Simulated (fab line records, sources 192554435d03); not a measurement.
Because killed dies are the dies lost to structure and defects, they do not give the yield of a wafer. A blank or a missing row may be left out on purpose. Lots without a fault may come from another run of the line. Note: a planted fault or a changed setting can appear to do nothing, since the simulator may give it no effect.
fab line records	flow n5_finfet
record lots=24	wafers=72	last_day=18
route steps=1938 shown BEOL_M3@994 BEOL_M4@1023
lots with no fault: from the same line, run without faults
start_h: the number of hours between the record's first day and the start of the first shown wafer of the lot	wait_h: hours from the lot's prior step to this one	" the same as in the row above	L1.1+2: a single row standing in for several wafers	- value missing, or start not given	* or withheld: withheld	< > ~ a bound
route shown NAME@n: names a module that has steps shown in the file, with the first one's number in the route	usual: the fault-free wafers' mean and standard deviation	same: alike in all rows	chamber/n: place in a boat	sites: the reading at each site	_std_site: the standard deviation of these	_edge_site: outer sites' mean less inner sites'	radius_mm: how far each site lies from the wafer's centre	mask NAME#n: copy n	behind: tool/chamber where the wafer was last shaped	hold: cause of the lot's hold/its duration in hours/its outcome	device: the transistor (n, p or np) that didn't switch	end of line: tests of these same wafers at the route's end	a step without rows: its recipe alone	killed: dies lost to structure and defects at the first sort, not the wafer's yield	map: a wafer's dies, x killed, . not, _ none there
set.NAME: the setting that was run; set.NAME@STEP: the one run at that earlier step	model.NAME: the simulator's own value behind a step, which no gauge read
a sample of lots followed through the steps of the route, with each step as a table and each wafer as a row
services: when a tool's chamber went out of use (start_h, in hours from the record's first day, below 0 if earlier), for how many hours, and the reason
## steps
# step N5_BEOL_M3_SPUTTER_48
# recipe material=Cu	target_thk_a=45	temp_c=-20	chamber_pressure_pa=0.07	power_w=withheld	time_s=8.29
# usual chamber_pressure_pa=0.07/0.00013	throttle_valve_pct=30.2/1
lot.wafer	tool	chamber	start_h	wait_h	chamber_pressure_pa	throttle_valve_pct
L075.2	pvd_sputter-01	-	172.32	0.1	0.0698	30.7
L075.3	"	-	"	"	0.06993	29.9
L075.5	"	-	"	"	0.06999	31.2
L074.2	pvd_sputter-03	-	176.27	0.1	0.07013	31.9
L074.5	"	-	"	"	0.07005	31.8
L074.6	"	-	"	"	0.07008	29.0
L076.1	pvd_sputter-02	-	183.29	0.1	0.07011	29.7
L076.2	"	-	"	"	0.0701	31.6
L076.5	"	-	"	"	0.06991	29.6
L077.1	pvd_sputter-01	-	184.49	1.2	0.06999	30.8
L077.2	"	-	"	"	0.07012	29.5
L077.5	"	-	"	"	0.06997	30.5
L078.1	pvd_sputter-03	-	186.24	0.2	0.06988	30.7
L078.4	"	-	"	"	0.06996	31.6
L078.6	"	-	"	"	0.07004	29.1
L080.1	pvd_sputter-02	-	195.27	0.2	0.07003	28.0
L080.3	"	-	"	"	0.07011	31.7
L080.4	"	-	"	"	0.06977	29.5
L079.2	pvd_sputter-03	-	200.86	0.1	0.06996	28.9
L079.3	"	-	"	"	0.07008	30.5
L079.4	"	-	"	"	0.07003	29.9
L081.2	pvd_sputter-03	-	202.86	0.2	0.07004	29.0
L081.5	"	-	"	"	0.07013	29.4
L081.6	"	-	"	"	0.06994	31.6
L082.1	pvd_sputter-01	-	206.30	0.1	0.06993	30.7
L082.5	"	-	"	"	0.06993	29.6
L082.6	"	-	"	"	0.07002	30.9
L083.1	pvd_sputter-02	-	206.51	0.3	0.06999	28.0
L083.3	"	-	"	"	0.07009	30.0
L083.4	"	-	"	"	0.07005	29.6
L084.1	pvd_sputter-03	-	219.62	1.2	0.07	30.8
L084.3	"	-	"	"	0.07017	31.6
L084.6	"	-	"	"	0.0701	28.9
L085.1	pvd_sputter-03	-	225.72	0.1	0.07016	29.3
L085.3	"	-	"	"	0.07004	29.9
L085.6	"	-	"	"	0.06998	30.7
L086.3	pvd_sputter-01	-	231.30	0.1	0.07006	29.8
L086.4	"	-	"	"	0.06979	30.6
L086.5	"	-	"	"	0.06981	30.9
L087.1	pvd_sputter-01	-	251.38	0.2	0.07007	30.9
L087.4	"	-	"	"	0.06994	30.7
L087.5	"	-	"	"	0.07008	30.9
L090.2	pvd_sputter-01	-	253.77	0.1	0.07004	29.8
L090.4	"	-	"	"	0.07002	30.9
L090.6	"	-	"	"	0.07003	29.3
L088.1	pvd_sputter-03	-	254.23	0.3	0.06998	31.9
L088.3	"	-	"	"	0.06986	29.8
L088.6	"	-	"	"	0.07004	30.9
L089.1	pvd_sputter-03	-	258.29	0.1	0.06992	30.7
L089.3	"	-	"	"	0.07012	31.6
L089.5	"	-	"	"	0.06981	31.7
L091.1	pvd_sputter-02	-	264.33	0.1	0.06999	29.5
L091.5	"	-	"	"	0.07004	31.3
L091.6	"	-	"	"	0.07001	29.3
L092.4	pvd_sputter-02	-	266.45	0.1	0.07022	29.8
L092.5	"	-	"	"	0.07013	29.1
L092.6	"	-	"	"	0.06997	31.5
L093.2	pvd_sputter-02	-	269.04	0.1	0.07004	27.8
L093.4	"	-	"	"	0.06996	29.7
L093.5	"	-	"	"	0.06997	31.7
L094.2	pvd_sputter-03	-	285.55	0.3	0.06975	29.5
L094.4	"	-	"	"	0.07013	30.7
L094.6	"	-	"	"	0.07024	31.8
L095.1	pvd_sputter-02	-	290.96	0.1	0.06996	28.3
L095.4	"	-	"	"	0.07001	31.6
L095.5	"	-	"	"	0.0703	31.4
L097.4	pvd_sputter-03	-	298.14	0.0	0.07009	31.5
L097.5	"	-	"	"	0.07032	31.8
L097.6	"	-	"	"	0.06992	30.6
L096.2	pvd_sputter-01	-	298.67	0.5	0.07015	29.6
L096.4	"	-	"	"	0.07036	29.9
L096.6	"	-	"	"	0.06982	31.1
# step N5_BEOL_M3_ANNEAL_80
# recipe temp_c=400	time_s=240	ambient=vacuum
# usual heater_power_w=817/84	susceptor_temp_C_max=401.0/0.4
lot.wafer	tool	chamber	start_h	wait_h	heater_power_w	susceptor_temp_C_max
L075.2	pvd_sputter-01	-	172.66	0.0	841	400.8
L075.3	"	-	"	"	1025	401.6
L075.5	"	-	"	"	841	401.2
L074.2	pvd_sputter-03	-	176.57	0.0	743	400.7
L074.5	"	-	"	"	758	400.7
L074.6	"	-	"	"	776	401.2
L076.1	pvd_sputter-02	-	183.59	0.0	869	400.5
L076.2	"	-	"	"	770	401.3
L076.5	"	-	"	"	851	400.8
L077.1	pvd_sputter-01	-	184.79	0.0	856	400.6
L077.2	"	-	"	"	1069	401.1
L077.5	"	-	"	"	855	400.7
L078.1	pvd_sputter-03	-	186.54	0.0	733	400.6
L078.4	"	-	"	"	764	400.7
L078.6	"	-	"	"	781	401.2
L080.1	pvd_sputter-02	-	195.57	0.0	729	400.8
L080.3	"	-	"	"	759	401.7
L080.4	"	-	"	"	842	401.6
L079.2	pvd_sputter-03	-	201.16	0.0	780	401.1
L079.3	"	-	"	"	743	400.6
L079.4	"	-	"	"	895	400.3
L081.2	pvd_sputter-03	-	203.16	0.0	786	401.2
L081.5	"	-	"	"	787	401.2
L081.6	"	-	"	"	744	400.2
L082.1	pvd_sputter-01	-	206.60	0.0	884	400.3
L082.5	"	-	"	"	1051	401.2
L082.6	"	-	"	"	836	400.5
L083.1	pvd_sputter-02	-	206.81	0.0	714	401.2
L083.3	"	-	"	"	833	401.2
L083.4	"	-	"	"	869	400.8
L084.1	pvd_sputter-03	-	219.92	0.0	758	400.7
L084.3	"	-	"	"	741	400.5
L084.6	"	-	"	"	774	400.7
L085.1	pvd_sputter-03	-	226.02	0.0	784	401.0
L085.3	"	-	"	"	871	400.6
L085.6	"	-	"	"	733	400.9
L086.3	pvd_sputter-01	-	231.64	0.0	823	402.0
L086.4	"	-	"	"	842	400.2
L086.5	"	-	"	"	866	400.9
L087.1	pvd_sputter-01	-	251.68	0.0	840	400.4
L087.4	"	-	"	"	859	400.7
L087.5	"	-	"	"	835	401.0
L090.2	pvd_sputter-01	-	254.07	0.0	1031	400.9
L090.4	"	-	"	"	835	400.5
L090.6	"	-	"	"	1038	400.9
L088.1	pvd_sputter-03	-	254.53	0.0	749	400.4
L088.3	"	-	"	"	884	400.7
L088.6	"	-	"	"	769	400.7
L089.1	pvd_sputter-03	-	258.59	0.0	731	400.8
L089.3	"	-	"	"	738	400.8
L089.5	"	-	"	"	728	401.1
L091.1	pvd_sputter-02	-	264.63	0.0	859	401.4
L091.5	"	-	"	"	735	401.6
L091.6	"	-	"	"	848	401.2
L092.4	pvd_sputter-02	-	266.75	0.0	853	401.1
L092.5	"	-	"	"	864	400.9
L092.6	"	-	"	"	767	401.6
L093.2	pvd_sputter-02	-	269.34	0.0	708	401.0
L093.4	"	-	"	"	824	401.3
L093.5	"	-	"	"	754	402.1
L094.2	pvd_sputter-03	-	285.85	0.0	790	400.6
L094.4	"	-	"	"	739	400.6
L094.6	"	-	"	"	727	400.8
L095.1	pvd_sputter-02	-	291.26	0.0	730	401.1
L095.4	"	-	"	"	739	401.6
L095.5	"	-	"	"	756	401.5
L097.4	pvd_sputter-03	-	298.44	0.0	743	400.8
L097.5	"	-	"	"	748	400.8
L097.6	"	-	"	"	742	401.0
L096.2	pvd_sputter-01	-	298.97	0.0	1066	401.4
L096.4	"	-	"	"	843	401.8
L096.6	"	-	"	"	839	400.6
# step N5_BEOL_M3_ANNEAL_87
# recipe temp_c=400	time_s=240	ambient=vacuum
# usual heater_power_w=814/84	susceptor_temp_C_max=400.9/0.35
lot.wafer	tool	chamber	start_h	wait_h	heater_power_w	susceptor_temp_C_max
L075.2	pvd_sputter-01	-	173.10	0.0	826	400.7
L075.3	"	-	"	"	1043	401.6
L075.5	"	-	"	"	826	400.8
L074.2	pvd_sputter-03	-	177.01	0.0	737	400.9
L074.5	"	-	"	"	742	400.6
L074.6	"	-	"	"	773	400.4
L076.1	pvd_sputter-02	-	184.03	0.0	845	400.8
L076.2	"	-	"	"	750	401.3
L076.5	"	-	"	"	865	400.9
L077.1	pvd_sputter-01	-	185.23	0.0	874	400.8
L077.2	"	-	"	"	1065	401.3
L077.5	"	-	"	"	829	400.7
L078.1	pvd_sputter-03	-	186.98	0.0	726	400.4
L078.4	"	-	"	"	740	400.9
L078.6	"	-	"	"	787	401.4
L080.1	pvd_sputter-02	-	196.01	0.0	718	401.2
L080.3	"	-	"	"	754	401.2
L080.4	"	-	"	"	852	401.2
L079.2	pvd_sputter-03	-	201.60	0.0	794	400.6
L079.3	"	-	"	"	724	400.8
L079.4	"	-	"	"	882	401.1
L081.2	pvd_sputter-03	-	203.60	0.0	770	401.4
L081.5	"	-	"	"	793	400.9
L081.6	"	-	"	"	737	400.8
L082.1	pvd_sputter-01	-	207.04	0.0	852	400.6
L082.5	"	-	"	"	1057	400.8
L082.6	"	-	"	"	838	400.9
L083.1	pvd_sputter-02	-	207.25	0.0	713	401.1
L083.3	"	-	"	"	836	400.7
L083.4	"	-	"	"	861	401.0
L084.1	pvd_sputter-03	-	220.36	0.0	754	400.5
L084.3	"	-	"	"	745	400.6
L084.6	"	-	"	"	768	401.4
L085.1	pvd_sputter-03	-	226.46	0.0	784	400.8
L085.3	"	-	"	"	896	400.5
L085.6	"	-	"	"	747	400.6
L086.3	pvd_sputter-01	-	232.13	0.0	812	400.8
L086.4	"	-	"	"	861	401.2
L086.5	"	-	"	"	857	400.7
L087.1	pvd_sputter-01	-	252.12	0.0	837	400.5
L087.4	"	-	"	"	850	400.7
L087.5	"	-	"	"	830	400.7
L090.2	pvd_sputter-01	-	254.51	0.0	1071	401.3
L090.4	"	-	"	"	843	400.3
L090.6	"	-	"	"	1007	401.5
L088.1	pvd_sputter-03	-	254.97	0.0	739	400.4
L088.3	"	-	"	"	878	401.0
L088.6	"	-	"	"	760	400.7
L089.1	pvd_sputter-03	-	259.03	0.0	745	401.0
L089.3	"	-	"	"	746	400.6
L089.5	"	-	"	"	737	400.4
L091.1	pvd_sputter-02	-	265.07	0.0	846	401.5
L091.5	"	-	"	"	765	401.2
L091.6	"	-	"	"	866	401.0
L092.4	pvd_sputter-02	-	267.19	0.0	839	401.2
L092.5	"	-	"	"	852	401.0
L092.6	"	-	"	"	747	401.2
L093.2	pvd_sputter-02	-	269.78	0.0	706	400.9
L093.4	"	-	"	"	830	401.5
L093.5	"	-	"	"	731	401.1
L094.2	pvd_sputter-03	-	286.29	0.0	766	401.1
L094.4	"	-	"	"	725	400.7
L094.6	"	-	"	"	735	400.6
L095.1	pvd_sputter-02	-	291.70	0.0	703	401.0
L095.4	"	-	"	"	752	401.5
L095.5	"	-	"	"	750	401.2
L097.4	pvd_sputter-03	-	298.88	0.0	773	400.6
L097.5	"	-	"	"	745	400.9
L097.6	"	-	"	"	747	400.7
L096.2	pvd_sputter-01	-	299.41	0.0	1046	401.6
L096.4	"	-	"	"	790	401.1
L096.6	"	-	"	"	856	400.6
# step N5_BEOL_M3_ANNEAL_95
# recipe temp_c=400	time_s=240	ambient=vacuum
# usual heater_power_w=816/86	susceptor_temp_C_max=400.9/0.38
lot.wafer	tool	chamber	start_h	wait_h	heater_power_w	susceptor_temp_C_max
L075.2	pvd_sputter-01	-	173.98	0.0	864	400.4
L075.3	"	-	"	"	1043	401.3
L075.5	"	-	"	"	844	401.0
L074.2	pvd_sputter-03	-	177.89	0.0	741	400.7
L074.5	"	-	"	"	739	400.3
L074.6	"	-	"	"	784	400.5
L076.1	pvd_sputter-02	-	184.91	0.0	862	400.9
L076.2	"	-	"	"	750	401.6
L076.5	"	-	"	"	869	401.2
L077.1	pvd_sputter-01	-	186.11	0.0	873	400.7
L077.2	"	-	"	"	1031	401.2
L077.5	"	-	"	"	865	400.7
L078.1	pvd_sputter-03	-	187.86	0.0	748	400.8
L078.4	"	-	"	"	742	400.5
L078.6	"	-	"	"	765	400.8
L080.1	pvd_sputter-02	-	196.89	0.0	732	400.9
L080.3	"	-	"	"	751	401.3
L080.4	"	-	"	"	859	400.8
L079.2	pvd_sputter-03	-	202.48	0.0	782	400.8
L079.3	"	-	"	"	739	400.6
L079.4	"	-	"	"	873	400.5
L081.2	pvd_sputter-03	-	204.48	0.0	749	400.6
L081.5	"	-	"	"	779	400.6
L081.6	"	-	"	"	745	400.8
L082.1	pvd_sputter-01	-	207.92	0.0	846	400.5
L082.5	"	-	"	"	1074	401.0
L082.6	"	-	"	"	849	401.2
L083.1	pvd_sputter-02	-	208.13	0.0	720	401.0
L083.3	"	-	"	"	813	401.0
L083.4	"	-	"	"	844	401.1
L084.1	pvd_sputter-03	-	221.24	0.0	753	400.4
L084.3	"	-	"	"	741	400.5
L084.6	"	-	"	"	782	400.5
L085.1	pvd_sputter-03	-	227.34	0.0	777	400.9
L085.3	"	-	"	"	900	401.2
L085.6	"	-	"	"	725	400.4
L086.3	pvd_sputter-01	-	233.12	0.0	809	401.6
L086.4	"	-	"	"	868	400.4
L086.5	"	-	"	"	859	400.6
L087.1	pvd_sputter-01	-	253.00	0.0	827	400.7
L087.4	"	-	"	"	857	400.3
L087.5	"	-	"	"	858	401.2
L090.2	pvd_sputter-01	-	255.39	0.0	1041	401.3
L090.4	"	-	"	"	865	400.5
L090.6	"	-	"	"	1013	401.6
L088.1	pvd_sputter-03	-	255.85	0.0	728	400.4
L088.3	"	-	"	"	847	400.7
L088.6	"	-	"	"	744	400.5
L089.1	pvd_sputter-03	-	259.91	0.0	718	400.8
L089.3	"	-	"	"	748	401.0
L089.5	"	-	"	"	748	400.9
L091.1	pvd_sputter-02	-	265.95	0.0	871	401.4
L091.5	"	-	"	"	744	401.3
L091.6	"	-	"	"	881	400.9
L092.4	pvd_sputter-02	-	268.07	0.0	864	401.2
L092.5	"	-	"	"	872	401.2
L092.6	"	-	"	"	757	401.2
L093.2	pvd_sputter-02	-	270.66	0.0	715	400.6
L093.4	"	-	"	"	836	401.2
L093.5	"	-	"	"	758	401.6
L094.2	pvd_sputter-03	-	287.17	0.0	810	400.8
L094.4	"	-	"	"	731	401.2
L094.6	"	-	"	"	747	400.4
L095.1	pvd_sputter-02	-	292.58	0.0	734	401.4
L095.4	"	-	"	"	737	401.3
L095.5	"	-	"	"	754	401.6
L097.4	pvd_sputter-03	-	299.76	0.0	725	400.7
L097.5	"	-	"	"	741	400.6
L097.6	"	-	"	"	724	400.7
L096.2	pvd_sputter-01	-	300.29	0.0	1054	401.2
L096.4	"	-	"	"	792	401.8
L096.6	"	-	"	"	839	401.1
# step N5_BEOL_M3_SPUTTER_96
# recipe material=Cu	target_thk_a=45	temp_c=-20	chamber_pressure_pa=0.07	power_w=withheld	time_s=8.29
# usual chamber_pressure_pa=0.07001/0.00015	throttle_valve_pct=30.2/1.1
lot.wafer	tool	chamber	start_h	wait_h	chamber_pressure_pa	throttle_valve_pct
L075.2	pvd_sputter-01	-	174.12	0.1	0.07003	30.6
L075.3	"	-	"	"	0.07021	29.8
L075.5	"	-	"	"	0.07033	30.8
L074.2	pvd_sputter-03	-	178.03	0.1	0.06983	31.7
L074.5	"	-	"	"	0.06981	31.8
L074.6	"	-	"	"	0.07013	29.3
L076.1	pvd_sputter-02	-	185.05	0.1	0.06984	29.5
L076.2	"	-	"	"	0.07007	31.6
L076.5	"	-	"	"	0.06981	29.6
L077.1	pvd_sputter-01	-	186.25	0.1	0.06986	30.5
L077.2	"	-	"	"	0.0699	29.5
L077.5	"	-	"	"	0.06989	30.6
L078.1	pvd_sputter-03	-	188.00	0.1	0.07019	30.9
L078.4	"	-	"	"	0.07022	31.8
L078.6	"	-	"	"	0.06984	29.0
L080.1	pvd_sputter-02	-	197.03	0.1	0.06982	28.1
L080.3	"	-	"	"	0.07014	31.6
L080.4	"	-	"	"	0.06989	29.4
L079.2	pvd_sputter-03	-	202.62	0.1	0.06988	29.1
L079.3	"	-	"	"	0.06986	30.6
L079.4	"	-	"	"	0.06989	29.8
L081.2	pvd_sputter-03	-	204.62	0.1	0.07014	28.9
L081.5	"	-	"	"	0.07004	29.1
L081.6	"	-	"	"	0.07048	32.1
L082.1	pvd_sputter-01	-	208.06	0.1	0.06986	30.8
L082.5	"	-	"	"	0.06988	29.6
L082.6	"	-	"	"	0.07006	31.1
L083.1	pvd_sputter-02	-	208.27	0.1	0.06994	27.8
L083.3	"	-	"	"	0.07005	29.8
L083.4	"	-	"	"	0.07001	29.2
L084.1	pvd_sputter-03	-	221.38	0.1	0.06997	30.7
L084.3	"	-	"	"	0.07012	31.6
L084.6	"	-	"	"	0.07002	28.8
L085.1	pvd_sputter-03	-	227.48	0.1	0.06997	29.3
L085.3	"	-	"	"	0.07017	29.9
L085.6	"	-	"	"	0.07019	30.5
L086.3	pvd_sputter-01	-	233.28	0.1	0.07001	29.9
L086.4	"	-	"	"	0.06991	30.7
L086.5	"	-	"	"	0.06996	30.7
L087.1	pvd_sputter-01	-	253.14	0.1	0.06983	30.9
L087.4	"	-	"	"	0.06997	30.9
L087.5	"	-	"	"	0.06989	31.0
L090.2	pvd_sputter-01	-	255.53	0.1	0.07004	29.6
L090.4	"	-	"	"	0.06991	30.5
L090.6	"	-	"	"	0.07012	29.7
L088.1	pvd_sputter-03	-	255.99	0.1	0.07005	31.8
L088.3	"	-	"	"	0.07007	29.7
L088.6	"	-	"	"	0.07028	30.7
L089.1	pvd_sputter-03	-	260.05	0.1	0.06976	30.8
L089.3	"	-	"	"	0.07003	31.7
L089.5	"	-	"	"	0.07021	31.7
L091.1	pvd_sputter-02	-	266.09	0.1	0.07019	29.6
L091.5	"	-	"	"	0.06978	31.6
L091.6	"	-	"	"	0.06991	29.4
L092.4	pvd_sputter-02	-	268.21	0.1	0.07028	29.6
L092.5	"	-	"	"	0.07031	29.5
L092.6	"	-	"	"	0.06983	31.5
L093.2	pvd_sputter-02	-	270.80	0.1	0.06988	28.0
L093.4	"	-	"	"	0.07019	30.0
L093.5	"	-	"	"	0.07003	31.5
L094.2	pvd_sputter-03	-	287.31	0.1	0.07003	29.1
L094.4	"	-	"	"	0.06997	30.6
L094.6	"	-	"	"	0.06984	31.9
L095.1	pvd_sputter-02	-	292.72	0.1	0.06997	27.5
L095.4	"	-	"	"	0.06974	31.3
L095.5	"	-	"	"	0.06997	31.4
L097.4	pvd_sputter-03	-	299.90	0.1	0.07	32.1
L097.5	"	-	"	"	0.07019	31.6
L097.6	"	-	"	"	0.07026	30.5
L096.2	pvd_sputter-01	-	300.43	0.1	0.06971	29.6
L096.4	"	-	"	"	0.06998	29.6
L096.6	"	-	"	"	0.07015	30.9
# step N5_BEOL_M4_PECVD_72
# recipe material=SiO2	target_thk_a=160	temp_c=400	precursor=TEOS/O2	pressure_torr=5.5	rf_w=450	teos_flow_sccm=53.8	gas=O2	flow_sccm=3000	time_s=18
# usual heater_power_w=744/79	showerhead_plenum_p_Torr=8.81/0.069	throttle_valve_pct=22.0/1.4
lot.wafer	tool	chamber	start_h	wait_h	heater_power_w	showerhead_plenum_p_Torr	throttle_valve_pct
L075.2	pecvd-01	0	175.33	0.0	625	8.87	24.6
L075.3	"	2	"	"	798	8.84	19.9
L075.5	"	1	"	"	649	8.87	24.5
L074.2	pecvd-03	1	179.25	0.0	796	8.96	22.5
L074.5	"	1	"	"	804	8.93	22.5
L074.6	"	2	"	"	562	8.76	21.6
L076.1	pecvd-03	1	186.39	0.0	673	8.93	22.3
L076.2	"	0	"	"	825	8.78	21.1
L076.5	"	2	"	"	659	8.76	21.7
L077.1	pecvd-01	0	187.52	0.0	729	8.86	24.8
L077.2	"	2	"	"	813	8.83	20.4
L077.5	"	2	"	"	837	8.82	20.2
L078.1	pecvd-02	1	189.22	0.0	732	8.70	21.2
L078.4	"	2	"	"	840	8.82	21.6
L078.6	"	0	"	"	755	8.76	21.3
L080.1	pecvd-01	0	198.29	0.0	690	8.87	24.7
L080.3	"	2	"	"	751	8.83	20.1
L080.4	"	0	"	"	675	8.88	24.6
L079.2	pecvd-01	2	203.85	0.0	765	8.81	20.3
L079.3	"	1	"	"	653	8.88	24.5
L079.4	"	0	"	"	787	8.86	25.0
L081.2	pecvd-02	1	205.90	0.0	728	8.71	21.3
L081.5	"	0	"	"	781	8.73	21.6
L081.6	"	1	"	"	714	8.74	21.6
L082.1	pecvd-02	1	209.38	0.0	838	8.69	21.1
L082.5	"	1	"	"	843	8.69	21.3
L082.6	"	0	"	"	701	8.77	21.2
L083.1	pecvd-01	2	209.76	0.0	759	8.83	20.0
L083.3	"	0	"	"	727	8.86	25.0
L083.4	"	1	"	"	648	8.87	24.5
L084.1	pecvd-02	0	222.63	0.0	753	8.73	21.5
L084.3	"	2	"	"	801	8.81	21.9
L084.6	"	1	"	"	770	8.70	21.3
L085.1	pecvd-03	1	228.71	0.0	821	8.95	22.6
L085.3	"	0	"	"	814	8.77	21.6
L085.6	"	0	"	"	811	8.79	21.7
L086.3	pecvd-03	0	234.97	0.0	791	8.77	21.5
L086.4	"	1	"	"	752	8.94	22.7
L086.5	"	2	"	"	693	8.75	20.6
L087.1	pecvd-02	2	254.52	0.0	803	8.83	22.0
L087.4	"	1	"	"	806	8.70	21.6
L087.5	"	0	"	"	880	8.75	21.5
L090.2	pecvd-02	2	256.77	0.0	822	8.85	21.7
L090.4	"	0	"	"	844	8.75	21.5
L090.6	"	1	"	"	772	8.70	21.3
L088.1	pecvd-03	2	257.21	0.0	703	8.74	21.0
L088.3	"	2	"	"	712	8.77	20.7
L088.6	"	0	"	"	720	8.77	21.7
L089.1	pecvd-02	1	261.29	0.0	727	8.70	21.6
L089.3	"	0	"	"	853	8.74	21.6
L089.5	"	1	"	"	717	8.73	21.4
L091.1	pecvd-03	1	267.43	0.0	730	8.96	22.9
L091.5	"	1	"	"	758	8.95	23.2
L091.6	"	0	"	"	729	8.79	21.7
L092.4	pecvd-02	2	269.71	0.1	818	8.82	22.0
L092.5	"	0	"	"	728	8.74	21.7
L092.6	"	1	"	"	825	8.71	21.5
L093.2	pecvd-02	2	272.03	0.0	713	8.82	21.8
L093.4	"	1	"	"	833	8.69	21.2
L093.5	"	2	"	"	725	8.81	22.0
L094.2	pecvd-02	2	288.55	0.0	785	8.82	21.8
L094.4	"	0	"	"	861	8.74	21.6
L094.6	"	1	"	"	869	8.69	21.1
L095.1	pecvd-01	1	293.98	0.0	631	8.88	24.4
L095.4	"	1	"	"	640	8.85	24.5
L095.5	"	1	"	"	632	8.87	24.6
L097.4	pecvd-01	1	301.13	0.1	652	8.87	24.2
L097.5	"	2	"	"	725	8.83	20.2
L097.6	"	1	"	"	653	8.86	24.4
L096.2	pecvd-01	2	301.67	0.0	675	8.86	20.2
L096.4	"	2	"	"	682	8.82	20.4
L096.6	"	1	"	"	559	8.88	24.6
## services
tool	chamber	start_h	hours	kind
pecvd-01	-	154.39	1.6	repair
pecvd-02	0	156.38	6.4	repair
pecvd-03	-	186.52	0.8	repair
pecvd-03	2	202.38	-	clean
pecvd-03	2	202.38	-	consumable_replace:showerhead
pecvd-03	2	202.38	29.0	scheduled_down
pecvd-03	2	202.38	29.0	vent_cycle
pecvd-01	0	221.01	1.7	repair
pecvd-01	-	224.83	0.8	repair
pecvd-01	2	230.32	2.1	scheduled_down
pecvd-01	-	243.92	14.6	pm
pecvd-03	1	252.32	5.5	scheduled_down
pecvd-01	1	289.14	3.5	repair
## key
fault none
